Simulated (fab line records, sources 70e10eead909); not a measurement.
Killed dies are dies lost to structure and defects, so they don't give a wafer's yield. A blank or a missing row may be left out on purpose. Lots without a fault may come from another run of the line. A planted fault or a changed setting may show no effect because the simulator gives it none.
fab line records | flow nand_harc
record lots=24 wafers=72 last_day=24
route steps=1159 shown P_CONTACT@248 P_M1@298 P_M2@328
lots that met no fault: from a run of the same line without faults
start_h: hours from the record's first day to the start of the lot's first wafer shown | wait_h: hours since the lot's step before | " the same as in the row above | L1.1+2: a row that stands for several wafers | - no value, or no start given | * or withheld: withheld | < > ~ a bound
route shown NAME@n: a module of which the file shows steps, and the number in the route of the first | usual: mean/standard deviation of fault-free wafers | same: alike in all rows | chamber/n: place in a boat | sites: the reading at each site | _std_site: their standard deviation | _edge_site: outer sites' mean less inner sites' | radius_mm: how far each site lies from the wafer's centre | mask NAME#n: copy n | behind: the tool/chamber that last shaped the wafer | hold: why the lot was held/for how many hours/how that ended | device: the transistor (n, p or np) that didn't switch | end of line: the same wafers' tests at the end of the route | a step without rows: its recipe alone | killed: dies lost to structure and defects at the first sort, not the wafer's yield | map: a wafer's dies, x killed, . not, _ none there
set.NAME: the setting as run; set.NAME@STEP: as run at that earlier step | model.NAME: the simulator's own value behind a step, which no gauge read
steps of the route over a sample of lots; a table a step, a row a wafer
services: from which hour (start_h, from the record's first day; less than 0 if before it) a tool's chamber was out of use, for how many hours, and why
## steps
# step NHARC_P_CONTACT_CVD_23
# recipe target_thk_a=2000 temp_c=300 pressure_torr=40 wf6_flow_sccm=40 h2_flow_sccm=1600 ar_flow_sccm=1560 time_s=557 material=W
# usual heater_power_w=413/36 mfc_h2_sccm=1601/4.8 mfc_wf6_sccm=40.02/0.12 throttle_valve_pct=7.83/0.26
# columns lot.wafer tool chamber start_h wait_h heater_power_w mfc_h2_sccm mfc_wf6_sccm throttle_valve_pct
L074.1 cvd_w-02 0 - - 370 1604 40.22 7.51
L074.2 " 1 " " 443 1601 40.22 8.20
L074.6 " 1 " " 430 1600 40.04 8.26
L075.2 cvd_w-02 1 - - 429 1591 39.90 8.14
L075.1 " 0 " " 377 1596 39.82 7.79
L075.6 " 0 " " 377 1602 39.82 7.75
L076.1 cvd_w-02 1 - - 440 1598 40.11 8.25
L076.4 " 0 " " 380 1596 39.90 7.60
L076.5 " 1 " " 442 1597 40.13 8.16
L077.3 cvd_w-02 0 - - 384 1594 40.01 7.58
L077.4 " 1 " " 429 1602 40.09 8.07
L077.5 " 0 " " 385 1600 40.06 7.79
L078.2 cvd_w-02 0 - - 381 1599 39.85 7.45
L078.1 " 1 " " 438 1599 40.14 8.18
L078.5 " 0 " " 378 1600 39.95 7.31
L079.3 cvd_w-01 1 - - 466 1602 40.07 7.82
L079.6 " 0 " " 391 1601 39.83 7.28
L079.5 " 1 " " 461 1601 40.12 7.93
L080.1 cvd_w-02 0 - - 385 1592 40.05 7.56
L080.4 " 1 " " 443 1605 40.04 8.10
L080.6 " 1 " " 433 1600 40.16 8.36
L081.1 cvd_w-02 1 - - 432 1600 39.92 7.98
L081.2 " 0 " " 385 1601 40.14 7.48
L081.5 " 0 " " 380 1595 40.16 7.47
L082.1 cvd_w-02 1 - - 437 1599 40.16 8.16
L082.3 " 1 " " 423 1603 39.81 8.43
L082.5 " 0 " " 384 1599 39.92 7.82
L083.2 cvd_w-02 1 - - 430 1610 40.08 8.24
L083.6 " 0 " " 376 1596 40.08 7.80
L083.5 " 1 " " 423 1613 40.14 8.27
L084.1 cvd_w-02 0 - - 370 1606 40.08 7.80
L084.4 " 1 " " 435 1603 40.17 8.18
L084.5 " 1 " " 435 1600 39.98 8.32
L085.1 cvd_w-02 1 - - 436 1606 39.74 8.15
L085.6 " 1 " " 428 1604 39.84 8.36
L085.5 " 0 " " 384 1597 40.24 7.67
L088.2 cvd_w-01 0 - - 399 1604 40.05 7.35
L088.4 " 1 " " 470 1607 40.29 8.11
L088.6 " 0 " " 397 1596 40.16 7.62
L086.2 cvd_w-01 1 - - 462 1606 39.78 8.03
L086.1 " 0 " " 402 1608 39.87 7.61
L086.4 " 1 " " 458 1595 40.11 8.14
L087.1 cvd_w-01 1 - - 465 1604 39.95 7.88
L087.3 " 1 " " 460 1606 39.94 7.97
L087.5 " 1 " " 474 1603 40.06 8.16
L089.4 cvd_w-01 1 - - 471 1600 40.12 7.86
L089.6 " 0 " " 406 1606 40.07 7.63
L089.5 " 1 " " 461 1598 40.11 7.84
L091.1 cvd_w-02 1 - - 451 1600 40.04 7.69
L091.3 " 1 " " 437 1600 40.25 7.83
L091.6 " 1 " " 456 1606 39.93 7.68
L090.2 cvd_w-02 1 - - 437 1594 39.96 7.46
L090.4 " 0 " " 365 1604 40.15 7.63
L090.6 " 1 " " 432 1592 40.05 7.83
L093.1 cvd_w-02 1 - - 442 1608 40.09 7.78
L093.2 " 0 " " 356 1597 40.00 7.46
L093.3 " 1 " " 444 1603 40.01 7.67
L092.1 cvd_w-02 1 - - 447 1594 40.10 7.76
L092.3 " 1 " " 435 1596 39.92 7.77
L092.5 " 1 " " 448 1597 40.18 7.72
L094.3 cvd_w-02 1 - - 449 1607 39.75 7.85
L094.4 " 0 " " 364 1600 40.07 7.78
L094.6 " 0 " " 355 1598 40.17 7.77
L095.3 cvd_w-02 1 - - 450 1607 39.96 7.70
L095.6 " 1 " " 450 1607 39.94 7.83
L095.5 " 0 " " 370 1599 40.11 7.71
L096.1 cvd_w-02 0 - - 358 1603 40.11 7.89
L096.4 " 0 " " 368 1610 40.05 7.66
L096.6 " 1 " " 437 1591 40.27 7.61
L097.2 cvd_w-01 1 - - 473 1616 39.89 8.17
L097.1 " 0 " " 408 1600 40.04 7.52
L097.6 " 0 " " 383 1607 40.03 7.72
# step NHARC_P_M1_DESCUM_14
# recipe time_s=3 o2_flow_sccm=200 ar_flow_sccm=0 bias_power_w=0 chemistry=O2
# usual chamber_pressure_mTorr=60.00/0.053 drypump_motor_current_A=5.6/0.34 oes_product_au=1.003/0.01 rf_vpp_V=58.0/0.88 showerhead_plenum_p_Torr=1.94/0.079 throttle_valve_pct=11.310/0.0088
# columns lot.wafer tool chamber start_h wait_h chamber_pressure_mTorr drypump_motor_current_A oes_product_au rf_hours_counter_h rf_vpp_V showerhead_plenum_p_Torr throttle_valve_pct
L074.2 rie_diel-04 2 121.32 0.1 59.99 5.4 1.006 0 57.9 1.95 11.306
L074.1 " 3 " " 59.94 6.4 1.002 0 58.6 2.01 11.309
L074.6 " 0 " " 59.99 5.6 1.011 - 58.9 2.03 11.315
L075.2 rie_diel-11 2 121.67 0.1 60.04 5.6 1.013 2.4 58.5 1.99 11.328
L075.1 " 0 " " 60.12 5.8 0.999 2.4 56.9 1.89 11.303
L075.6 " 1 " " 59.93 5.5 1.006 - 58.5 1.79 11.294
L076.1 rie_diel-10 3 128.40 0.1 60.04 5.5 1.008 8.4 56.6 1.84 11.325
L076.4 " 2 " " 60.07 5.3 0.988 8.2 56.5 1.89 11.303
L076.5 " 3 " " 60.00 5.5 1.005 - 59.1 1.84 11.312
L077.4 rie_diel-10 1 135.54 0.1 59.93 5.2 1.015 6.6 56.0 2.03 11.304
L077.3 " 0 " " 59.94 5.5 0.999 9.0 58.9 1.88 11.320
L077.5 " 1 " " 59.98 5.2 0.998 - 57.9 2.02 11.310
L078.1 rie_diel-10 1 136.43 0.1 59.98 5.1 1.005 6.7 58.9 2.03 11.304
L078.2 " 3 " " 60.03 5.5 1.008 9.3 56.2 1.84 11.305
L078.5 " 1 " " 59.95 5.2 0.990 - 58.0 2.02 11.318
L079.3 rie_diel-10 2 152.70 0.1 59.93 5.3 1.005 10.2 58.2 1.89 11.307
L079.5 " 2 " " 59.97 5.3 1.005 - 59.1 1.89 11.293
L079.6 " 3 " " 59.89 5.5 1.024 - 56.8 1.84 11.308
L080.1 rie_diel-11 1 155.35 0.1 59.94 5.5 1.013 3.2 58.0 1.79 11.316
L080.4 " 2 " " 59.95 5.6 1.018 3.1 58.1 1.99 11.312
L080.6 " 1 " " 59.98 5.5 1.028 - 58.6 1.79 11.306
L081.1 rie_diel-11 0 165.65 0.1 59.98 5.8 0.997 3.4 56.9 1.89 11.318
L081.2 " 1 " " 60.03 5.5 1.027 3.3 57.3 1.79 11.297
L081.5 " 0 " " 60.01 5.8 1.011 - 56.9 1.89 11.298
L082.1 rie_diel-11 0 166.80 0.1 60.02 5.8 1.002 3.5 58.3 1.89 11.309
L082.3 " 1 " " 59.95 5.5 1.017 3.3 56.6 1.79 11.314
L082.5 " 0 " " 59.99 5.8 1.002 - 56.2 1.89 11.293
L083.2 rie_diel-11 1 167.69 0.1 60.01 5.5 1.012 3.4 57.7 1.79 11.313
L083.6 " 1 " " 59.99 5.5 1.016 - 56.5 1.79 11.293
L083.5 " 2 " " 60.00 5.6 1.012 - 57.2 1.99 11.310
L084.1 rie_diel-11 0 180.19 0.1 59.86 5.8 0.991 3.8 57.8 1.89 11.323
L084.4 " 1 " " 60.00 5.5 1.007 3.6 56.4 1.79 11.310
L084.5 " 3 " " 59.94 5.1 0.982 - 57.5 1.94 11.304
L085.1 rie_diel-04 1 184.62 0.1 60.01 6.0 1.006 3.1 58.8 2.06 11.314
L085.5 " 3 " " 59.89 6.4 1.015 - 58.2 2.00 11.321
L085.6 " 0 " " 60.03 5.6 1.001 - 59.5 2.03 11.319
L088.4 rie_diel-04 3 193.92 0.1 60.09 6.4 1.019 4.8 60.0 2.00 11.314
L088.2 " 0 " " 60.00 5.6 0.989 4.9 59.1 2.03 11.312
L088.6 " 2 " " 60.14 5.5 0.997 - 58.3 1.95 11.326
L086.4 rie_diel-04 1 198.67 0.1 59.99 6.0 1.003 4.8 57.5 2.06 11.312
L086.2 " 3 " " 59.96 6.4 1.001 5.5 58.8 2.00 11.302
L086.1 " 0 " " 60.01 5.6 0.987 5.7 58.4 2.03 11.312
L087.3 rie_diel-04 3 199.84 0.1 59.94 6.4 1.003 5.7 58.6 2.00 11.313
L087.1 " 0 " " 60.07 5.6 0.995 5.8 57.6 2.03 11.304
L087.5 " 2 " " 60.09 5.5 0.994 - 58.7 1.95 11.310
L089.4 rie_diel-10 1 214.44 0.1 59.99 5.1 1.012 2.0 58.1 2.02 11.300
L089.6 " 1 " " 60.03 5.1 1.007 - 58.7 2.02 11.318
L089.5 " 2 " " 60.03 5.3 0.999 - 57.3 1.89 11.315
L091.3 rie_diel-11 2 221.13 0.1 60.07 5.6 0.997 0.3 59.1 1.99 11.326
L091.1 " 3 " " 60.05 5.1 0.991 0.4 58.7 1.94 11.314
L091.6 " 3 " " 59.97 5.1 0.991 - 59.0 1.94 11.303
L090.4 rie_diel-10 0 221.78 0.1 60.00 5.5 1.007 2.1 57.4 1.88 11.317
L090.2 " 1 " " 59.93 5.2 1.012 2.8 58.4 2.02 11.318
L090.6 " 0 " " 59.98 5.5 1.001 - 57.6 1.88 11.301
L093.1 rie_diel-04 3 229.97 0.1 60.02 6.4 1.014 7.5 58.3 2.00 11.295
L093.3 " 0 " " 59.94 5.6 1.010 7.4 58.2 2.03 11.312
L093.2 " 1 " " 59.96 6.0 1.012 6.6 58.9 2.06 11.322
L092.1 rie_diel-04 1 231.17 0.1 60.00 6.0 1.004 6.7 57.9 2.06 11.315
L092.3 " 3 " " 59.95 6.4 1.003 7.6 58.1 2.00 11.313
L092.5 " 1 " " 60.09 6.0 1.001 - 57.6 2.06 11.321
L094.4 rie_diel-10 0 240.60 0.1 59.92 5.5 1.004 3.1 58.0 1.88 11.302
L094.3 " 3 " " 59.89 5.5 1.013 3.4 56.9 1.84 11.324
L094.6 " 0 " " 60.01 5.5 0.995 - 57.8 1.88 11.291
L095.3 rie_diel-11 2 240.93 0.1 60.06 5.6 1.005 0.9 56.9 1.99 11.303
L095.6 " 3 " " 60.04 5.1 0.988 - 58.1 1.94 11.306
L095.5 " 0 " " 59.96 5.8 0.989 - 58.4 1.89 11.318
L096.4 rie_diel-11 3 255.04 0.1 59.92 5.1 0.996 1.2 56.5 1.94 11.311
L096.1 " 2 " " 59.93 5.6 1.005 1.2 57.3 1.99 11.310
L096.6 " 3 " " 59.93 5.0 1.007 - 58.7 1.94 11.320
L097.2 rie_diel-04 1 255.45 0.1 60.02 6.0 1.004 8.8 58.2 2.06 11.297
L097.1 " 3 " " 60.00 6.4 1.007 10.5 58.7 2.00 11.315
L097.6 " 2 " " 59.99 5.5 1.010 - 57.1 1.95 11.306
# step NHARC_P_M1_CD_MEAS_16
# usual cd_nm=130.2/0.85
# columns lot.wafer tool chamber start_h wait_h cd_nm
L074.1 cd_sem-01 - 121.61 - 129.3
L074.2 " - " " 130.0
L074.6 " - " " 129.1
L075.1 cd_sem-02 - 121.97 - 129.4
L075.2 " - " " 129.9
L075.6 " - " " 131.7
L076.1 cd_sem-01 - 128.71 - 130.1
L076.4 " - " " 130.7
L076.5 " - " " 130.4
L077.3 cd_sem-01 - 135.85 - 131.3
L077.4 " - " " 131.2
L077.5 " - " " 131.5
L078.1 cd_sem-02 - 136.73 - 130.7
L078.2 " - " " 130.0
L078.5 " - " " 131.5
L079.3 cd_sem-01 - 153.31 - 130.4
L079.5 " - " " 131.3
L079.6 " - " " 130.0
L080.1 cd_sem-03 - 155.65 - 130.7
L080.4 " - " " 131.0
L080.6 " - " " 129.7
L081.1 cd_sem-03 - 165.94 - 129.8
L081.2 " - " " 130.0
L081.5 " - " " 128.7
L082.1 cd_sem-01 - 167.10 - 129.3
L082.3 " - " " 131.5
L082.5 " - " " 130.3
L083.2 cd_sem-01 - 167.99 - 130.6
L083.5 " - " " 131.1
L083.6 " - " " 132.0
L084.1 cd_sem-01 - 180.48 - 131.4
L084.4 " - " " 132.0
L084.5 " - " " 130.6
L085.1 cd_sem-02 - 184.90 - 129.7
L085.5 " - " " 129.6
L085.6 " - " " 130.1
L088.2 cd_sem-01 - 195.03 - 129.6
L088.4 " - " " 129.6
L088.6 " - " " 129.3
L086.1 cd_sem-02 - 198.98 - 130.5
L086.2 " - " " 130.1
L086.4 " - " " 130.7
L087.1 cd_sem-02 - 200.13 - 128.5
L087.3 " - " " 129.9
L087.5 " - " " 130.4
L089.4 cd_sem-03 - 214.76 - 129.2
L089.5 " - " " 129.1
L089.6 " - " " 130.0
L091.1 cd_sem-02 - 221.44 - 129.7
L091.3 " - " " 131.8
L091.6 " - " " 130.3
L090.2 cd_sem-03 - 222.08 - 129.5
L090.4 " - " " 129.4
L090.6 " - " " 129.3
L093.1 cd_sem-01 - 230.27 - 129.1
L093.2 " - " " 130.0
L093.3 " - " " 128.6
L092.1 cd_sem-02 - 231.51 - 129.7
L092.3 " - " " 129.3
L092.5 " - " " 129.4
L094.3 cd_sem-03 - 240.91 - 131.3
L094.4 " - " " 132.1
L094.6 " - " " 132.2
L095.3 cd_sem-03 - 241.22 - 130.4
L095.5 " - " " 129.6
L095.6 " - " " 129.8
L096.1 cd_sem-03 - 255.35 - 129.8
L096.4 " - " " 129.7
L096.6 " - " " 129.4
L097.1 cd_sem-01 - 255.76 - 128.1
L097.2 " - " " 130.1
L097.6 " - " " 130.6
# step NHARC_P_M1_ANNEAL_31
# recipe temp_c=225 time_s=90
# usual anneal_temp_c_max=226.5/0.68 wafer_temp_C_max=225.99/0.27
# columns lot.wafer tool chamber start_h wait_h anneal_temp_c_max wafer_temp_C_max
L074.1 rtp_anneal-02 0 123.06 0.3 226.1 225.83
L074.2 " 0 " " 225.8 225.83
L074.6 " 0 " " 226.1 225.53
L075.1 rtp_anneal-01 0 123.44 - 227.1 225.93
L075.2 " 0 " " 227.3 226.18
L075.6 " 0 " " 227.4 226.00
L076.1 rtp_anneal-01 0 130.15 - 228.1 226.30
L076.4 " 0 " " 227.1 226.38
L076.5 " 0 " " 227.1 225.97
L077.3 rtp_anneal-01 0 137.41 0.3 226.5 225.99
L077.4 " 0 " " 227.3 226.03
L077.5 " 0 " " 227.1 226.12
L078.1 rtp_anneal-02 0 138.18 0.3 225.6 225.87
L078.2 " 0 " " 225.7 226.06
L078.5 " 0 " " 225.8 226.52
L079.3 rtp_anneal-01 0 154.90 0.3 226.8 226.26
L079.5 " 0 " " 226.4 225.96
L079.6 " 0 " " 227.0 226.22
L080.1 rtp_anneal-02 0 157.22 0.3 225.4 226.19
L080.4 " 0 " " 225.9 225.54
L080.6 " 0 " " 226.0 225.80
L081.1 rtp_anneal-01 0 167.41 - 227.4 226.13
L081.2 " 0 " " 226.8 226.63
L081.5 " 0 " " 227.6 225.72
L082.1 rtp_anneal-02 0 168.66 0.3 225.7 225.64
L082.3 " 0 " " 225.7 225.97
L082.5 " 0 " " 226.1 226.22
L083.2 rtp_anneal-02 0 169.62 0.5 226.1 226.01
L083.5 " 0 " " 226.2 226.39
L083.6 " 0 " " 225.9 226.12
L084.1 rtp_anneal-01 0 181.93 - 227.1 226.09
L084.4 " 0 " " 227.1 226.10
L084.5 " 0 " " 227.0 225.82
L085.1 rtp_anneal-01 0 186.38 - 226.8 225.64
L085.5 " 0 " " 226.8 225.90
L085.6 " 0 " " 226.8 225.98
L088.2 rtp_anneal-02 0 196.56 - 226.4 225.98
L088.4 " 0 " " 226.2 225.92
L088.6 " 0 " " 226.2 225.92
L086.1 rtp_anneal-01 0 200.43 0.3 226.8 226.30
L086.2 " 0 " " 227.4 226.59
L086.4 " 0 " " 226.8 226.06
L087.1 rtp_anneal-01 0 201.59 0.3 227.1 226.06
L087.3 " 0 " " 227.9 225.79
L087.5 " 0 " " 227.4 226.25
L089.4 rtp_anneal-02 0 216.37 - 225.8 225.69
L089.5 " 0 " " 225.7 226.06
L089.6 " 0 " " 225.9 226.08
L091.1 rtp_anneal-02 0 222.91 0.4 225.8 225.98
L091.3 " 0 " " 225.9 225.97
L091.6 " 0 " " 225.7 226.31
L090.2 rtp_anneal-02 0 223.57 - 226.2 225.34
L090.4 " 0 " " 226.3 225.42
L090.6 " 0 " " 225.9 226.14
L093.1 rtp_anneal-01 0 231.73 0.3 227.4 225.51
L093.2 " 0 " " 226.8 225.75
L093.3 " 0 " " 227.2 225.65
L092.1 rtp_anneal-02 0 232.96 - 225.6 225.71
L092.3 " 0 " " 225.6 225.65
L092.5 " 0 " " 225.8 226.31
L094.3 rtp_anneal-02 0 242.46 0.3 226.8 225.83
L094.4 " 0 " " 225.7 225.78
L094.6 " 0 " " 225.8 226.18
L095.3 rtp_anneal-02 0 242.80 - 226.2 225.89
L095.5 " 0 " " 226.3 225.81
L095.6 " 0 " " 225.8 225.64
L096.1 rtp_anneal-01 0 256.80 0.3 227.2 225.92
L096.4 " 0 " " 228.4 225.44
L096.6 " 0 " " 227.0 225.44
L097.1 rtp_anneal-02 0 257.22 - 226.0 225.69
L097.2 " 0 " " 226.0 225.90
L097.6 " 0 " " 225.8 226.19
# step NHARC_P_M1_THK_MEAS_24
# recipe thk_meas_gauge=xrf
# usual thk_nm=157.8/1.5
# columns lot.wafer tool chamber start_h wait_h thk_nm
L074.1 film_metro-01 - 123.72 - 155.9
L074.2 " - " " 159.0
L074.6 " - " " 154.7
L075.1 film_metro-02 - 124.09 - 158.2
L075.2 " - " " 158.1
L075.6 " - " " 158.4
L076.1 film_metro-02 - 130.81 - 159.8
L076.4 " - " " 160.2
L076.5 " - " " 156.4
L077.3 film_metro-01 - 137.97 - 157.2
L077.4 " - " " 157.1
L077.5 " - " " 154.9
L078.1 film_metro-02 - 138.84 - 159.7
L078.2 " - " " 157.7
L078.5 " - " " 159.2
L079.3 film_metro-01 - 155.46 - 158.1
L079.5 " - " " 156.5
L079.6 " - " " 156.4
L080.1 film_metro-01 - 157.89 - 157.0
L080.4 " - " " 159.4
L080.6 " - " " 158.7
L081.1 film_metro-01 - 168.07 - 155.8
L081.2 " - " " 156.6
L081.5 " - " " 156.8
L082.1 film_metro-02 - 169.33 - 156.0
L082.3 " - " " 157.2
L082.5 " - " " 161.1
L083.2 film_metro-02 - 170.22 - 158.2
L083.5 " - " " 157.0
L083.6 " - " " 159.0
L084.1 film_metro-01 - 182.59 - 158.2
L084.4 " - " " 160.1
L084.5 " - " " 155.5
L085.1 film_metro-02 - 187.04 - 158.7
L085.5 " - " " 157.7
L085.6 " - " " 157.2
L088.2 film_metro-02 - 197.18 - 158.2
L088.4 " - " " 157.7
L088.6 " - " " 160.1
L086.1 film_metro-01 - 201.10 - 158.3
L086.2 " - " " 156.8
L086.4 " - " " 156.8
L087.1 film_metro-02 - 202.25 - 158.0
L087.3 " - " " 155.2
L087.5 " - " " 156.4
L089.4 film_metro-02 - 216.87 - 156.2
L089.5 " - " " 155.3
L089.6 " - " " 156.0
L091.1 film_metro-01 - 223.58 - 157.2
L091.3 " - " " 159.9
L091.6 " - " " 156.3
L090.2 film_metro-01 - 224.22 - 155.4
L090.4 " - " " 156.7
L090.6 " - " " 157.7
L093.1 film_metro-01 - 232.38 - 160.0
L093.2 " - " " 158.4
L093.3 " - " " 158.3
L092.1 film_metro-02 - 233.62 - 156.7
L092.3 " - " " 155.8
L092.5 " - " " 155.2
L094.3 film_metro-01 - 243.02 - 156.8
L094.4 " - " " 159.0
L094.6 " - " " 160.2
L095.3 film_metro-01 - 243.35 - 159.5
L095.5 " - " " 158.0
L095.6 " - " " 157.9
L096.1 film_metro-02 - 257.46 - 157.7
L096.4 " - " " 160.1
L096.6 " - " " 157.8
L097.1 film_metro-01 - 257.88 - 157.2
L097.2 " - " " 158.5
L097.6 " - " " 157.3
# step NHARC_P_M2_CD_MEAS_09
# recipe target_cd_nm=170 landing_energy_ev=500
# usual cd_nm=169.8/0.56
# columns lot.wafer tool chamber start_h wait_h cd_nm
L074.1 cd_sem-01 0 125.13 - 169.2
L074.2 " 0 " " 168.9
L074.6 " 0 " " 169.9
L075.1 cd_sem-03 0 125.81 - 169.3
L075.2 " 0 " " 169.1
L075.6 " 0 " " 168.4
L076.1 cd_sem-03 0 132.35 - 169.7
L076.4 " 0 " " 169.8
L076.5 " 0 " " 169.7
L077.3 cd_sem-02 0 139.42 - 170.3
L077.4 " 0 " " 170.5
L077.5 " 0 " " 170.5
L078.1 cd_sem-02 0 144.15 - 169.8
L078.2 " 0 " " 170.2
L078.5 " 0 " " 170.1
L079.3 cd_sem-03 0 157.00 - 169.7
L079.5 " 0 " " 169.8
L079.6 " 0 " " 170.3
L080.1 cd_sem-01 0 159.47 - 170.2
L080.4 " 0 " " 170.5
L080.6 " 0 " " 170.9
L081.1 cd_sem-03 0 169.82 - 170.0
L081.2 " 0 " " 169.3
L081.5 " 0 " " 169.5
L082.1 cd_sem-02 0 171.09 - 169.3
L082.3 " 0 " " 169.1
L082.5 " 0 " " 169.9
L083.2 cd_sem-01 0 171.80 - 169.6
L083.5 " 0 " " 169.9
L083.6 " 0 " " 170.5
L084.1 cd_sem-01 0 184.03 - 169.9
L084.4 " 0 " " 170.0
L084.5 " 0 " " 169.8
L085.1 cd_sem-02 0 188.45 - 170.7
L085.5 " 0 " " 169.9
L085.6 " 0 " " 170.0
L088.2 cd_sem-02 0 198.65 - 168.8
L088.4 " 0 " " 168.8
L088.6 " 0 " " 169.7
L086.1 cd_sem-01 0 202.63 - 169.5
L086.2 " 0 " " 169.9
L086.4 " 0 " " 169.8
L087.1 cd_sem-02 0 203.68 - 170.7
L087.3 " 0 " " 169.8
L087.5 " 0 " " 169.7
L089.4 cd_sem-03 0 218.44 - 168.6
L089.5 " 0 " " 169.3
L089.6 " 0 " " 169.9
L091.1 cd_sem-02 0 225.02 - 169.7
L091.3 " 0 " " 169.9
L091.6 " 0 " " 170.2
L090.2 cd_sem-01 0 225.78 - 170.2
L090.4 " 0 " " 170.2
L090.6 " 0 " " 170.6
L093.1 cd_sem-02 0 233.92 - 169.5
L093.2 " 0 " " 170.5
L093.3 " 0 " " 170.2
L092.1 cd_sem-03 0 235.04 - 170.9
L092.3 " 0 " " 170.5
L092.5 " 0 " " 170.9
L094.3 cd_sem-03 0 244.71 - 169.8
L094.4 " 0 " " 169.1
L094.6 " 0 " " 168.9
L095.3 cd_sem-02 0 245.27 - 169.9
L095.5 " 0 " " 169.7
L095.6 " 0 " " 169.1
L096.1 cd_sem-01 0 258.86 - 169.4
L096.4 " 0 " " 169.5
L096.6 " 0 " " 169.2
L097.1 cd_sem-02 0 259.44 - 170.5
L097.2 " 0 " " 170.2
L097.6 " 0 " " 169.8
## services
# columns tool chamber start_h hours kind
rie_diel-11 0 95.01 - clean
rie_diel-11 1 95.01 - clean
rie_diel-11 2 95.01 - clean
rie_diel-11 3 95.01 - clean
rie_diel-11 - 95.35 0.8 repair
rie_diel-10 1 108.64 8.6 repair
rie_diel-04 - 111.98 9.0 pm
cvd_w-01 - 113.19 13.0 pm
rie_diel-11 0 119.51 - clean
rie_diel-11 1 119.51 - clean
rie_diel-11 - 131.79 0.6 repair
rie_diel-04 - 152.04 2.6 repair
rie_diel-10 0 162.83 4.9 repair
rie_diel-10 - 176.50 9.0 pm
rie_diel-11 - 189.51 9.0 pm
cvd_w-02 - 197.64 13.0 pm
cvd_w-02 0 197.64 13.0 vent_cycle
cvd_w-02 1 197.64 13.0 vent_cycle
cvd_w-01 - 201.12 1.4 repair
cvd_w-02 0 210.64 - clean
cvd_w-02 1 210.64 - clean
cvd_w-01 0 215.34 12.4 repair
cvd_w-02 - 220.13 0.5 repair
rie_diel-10 2 243.70 1.2 repair
## key
fault none
